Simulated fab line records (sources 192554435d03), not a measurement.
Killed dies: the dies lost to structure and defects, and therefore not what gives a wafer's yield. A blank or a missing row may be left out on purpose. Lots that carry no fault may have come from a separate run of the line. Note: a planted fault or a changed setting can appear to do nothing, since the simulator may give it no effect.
Chamber matching -- flow n5_finfet -- rie_diel-05 running N5_SD_EPI_P_ETCH_36: 4 sister chambers
The step etches SiARC in CF4, target depth 45.5 nm, time 75.8 s. 18 wafers are shown with their chamber, then 9 later ones without.

== EACH WAFER AND ITS CHAMBER ==
wafer,chamber,showerhead_plenum_p_Torr (Torr),drypump_motor_current_A (A),throttle_valve_pct (%)
L074.1,2,2.05,5.6,15.69
L074.4,1,2.17,6.2,15.55
L074.6,2,2.05,5.7,15.68
L075.2,1,2.17,6.1,15.57
L075.4,0,2.20,5.0,16.11
L075.5,1,2.17,6.1,15.57
L078.1,3,2.08,5.4,15.66
L078.2,0,2.20,5.0,16.11
L078.4,1,2.17,6.2,15.59
L083.2,1,2.17,6.2,15.61
L083.5,3,2.08,5.4,15.66
L083.6,2,2.05,5.6,15.71
L086.1,0,2.20,5.0,16.14
L086.2,3,2.08,5.4,15.68
L086.3,2,2.05,5.7,15.74
L092.2,0,2.19,4.9,16.15
L092.4,2,2.04,5.7,15.76
L092.5,0,2.19,5.0,16.16

SIGNATURES (averages over the wafers above)
reading,chamber 0,chamber 1,chamber 2,chamber 3,scatter within a chamber
showerhead_plenum_p_Torr,2.1960,2.1700,2.0480,2.0800,0.00378
drypump_motor_current_A,4.980,6.160,5.660,5.400,0.0478
throttle_valve_pct,16.1340,15.5780,15.7160,15.6667,0.0253
Rule: for a wafer and a chamber, the distance is found by dividing, reading by reading, the gap between the wafer's reading and the chamber's mean by the reading's scatter, squaring, summing and taking the root. If the next closest chamber is less than 2 further off than the closest, the wafer can't be placed; otherwise it belongs to the closest. The scatter: take each reading less its chamber's mean, square it, sum over the shown wafers, divide by the number of wafers less the number of chambers, and take the root.

== WAFERS MISSING THEIR CHAMBER ==
wafer,showerhead_plenum_p_Torr (Torr),drypump_motor_current_A (A),throttle_valve_pct (%)
L093.2,2.07,5.3,15.69
L093.4,2.04,5.7,15.77
L093.6,2.19,4.9,16.16
L095.1,2.07,5.3,15.71
L095.3,2.04,5.7,15.76
L095.6,2.04,5.7,15.75
L096.1,2.16,6.2,15.65
L096.3,2.07,5.4,15.73
L096.4,2.07,5.3,15.72

== THE CHAMBER EACH PASSED THROUGH ==
wafer,from the rows above,in truth
L093.2,3,3
L093.4,2,2
L093.6,0,0
L095.1,3,3
L095.3,2,2
L095.6,2,2
L096.1,1,1
L096.3,3,3
L096.4,3,3
9 of 9 placed correctly. Left unplaced by these rows: 0. Wrongly placed: 0.
